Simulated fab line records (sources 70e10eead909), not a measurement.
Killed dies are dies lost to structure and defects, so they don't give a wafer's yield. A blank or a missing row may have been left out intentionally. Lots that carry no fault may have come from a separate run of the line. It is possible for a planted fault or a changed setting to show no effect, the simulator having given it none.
Code-filled problem report in 8D (eight disciplines) form + flow nandHarc + the parts of the form that need people (team, actions taken, sign-off) are left out

== 1. THE ISSUE ==
runLengthS at NHARC_A_STAIRCASE_ETCH_203 reads a mean of 50.0 s on 6 wafers of 2 lots; wafers without a fault read 61.8 s with a standard deviation of 0.31. That is -38 standard deviations from the usual mean.
The step: etches the open film in C4F8/O2, target depth 100 nm, time 40.5 s.
Seen first at day 15 02:02 on rieDiel-02, wafer L818.1. The record has a number at this step for 42 wafers belonging to 14 lots. By rule, "out" or "out of limits" means more than 4 standard deviations away from the usual mean. Any other wafer with a number is counted as sound.

== 2. WHAT IT IS; WHAT IT IS NOT ==
| question                    | is                     | is not                                                                    |
|-----------------------------|------------------------|---------------------------------------------------------------------------|
| which readings at this step | runLengthS             | chamberPressureMTorr, rfVppV                                              |
| which lots                  | L818, L819             | L803, L806, L807, L808, L809, L810, L811, L812, L817, L820, L822, L824    |
| which wafers of those lots  | all that have a number | -                                                                         |
| read on which tools         | rieDiel-02             | rieDiel-03, rieDiel-11                                                    |
| when                        | from day 15 02:02      | up to then (30 sound wafers); but 6 sound wafers of L822, L824 came after |

== 3. SUSPECTS, AND WHAT RULES EACH OUT ==
Counting: a tool at a process step up to the reading stays a suspect if it ran every lot that is out and no sound lot after the first of them.
- rieDiel-02 at NHARC_A_STAIRCASE_TRIM_196 (chemistry O2, time 211.2 s): kept. It ran every lot that is out, first L818 (day 15 01:11), and no sound lot after that; its last sound lot up to then is L811 (day 13 07:37).
- rieDiel-02 at NHARC_A_STAIRCASE_ETCH_203 (etches the open film in C4F8/O2, target depth 100 nm, time 40.5 s): kept. It ran every lot that is out, first L818 (day 15 02:02), and no sound lot after that; its last sound lot up to then is L811 (day 13 08:28). On those wafers its own readings are out: runLengthS.
Left after counting: rieDiel-02 at NHARC_A_STAIRCASE_TRIM_196, rieDiel-02 at NHARC_A_STAIRCASE_ETCH_203.

== 4. THE CAUSE (what the simulator had put in) ==
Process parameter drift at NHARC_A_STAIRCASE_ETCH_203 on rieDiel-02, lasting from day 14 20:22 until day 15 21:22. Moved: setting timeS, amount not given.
2 suspects survive the count, and this tool is in that group.

== 5. THE EFFECT CHAIN, in route order ==
Each row: a reading whose mean over the struck wafers that have a number lies more than 3 standard deviations from the usual. Only readings for which the record gives a usual standard deviation are gone through. hours: the time from each lot's start at the first step in this table that gives one to its start at this step, as a median over the lots. sigmas: the change in usual standard deviations.
| hours | step                       | reading    | usual  | on struck wafers | change | sigmas |
|-------|----------------------------|------------|--------|------------------|--------|--------|
| 0     | NHARC_A_STAIRCASE_ETCH_203 | runLengthS | 61.8 s | 50.0             | -11.8  | -38    |
Process steps it contains:
- NHARC_A_STAIRCASE_ETCH_203: etches the open film in C4F8/O2, target depth 100 nm, time 40.5 s.

== 6. HOW IT WOULD HAVE BEEN CAUGHT EARLIER ==
First out-of-limits reading in this record: day 15 02:02, which is 6 hours after fault onset at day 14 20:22.
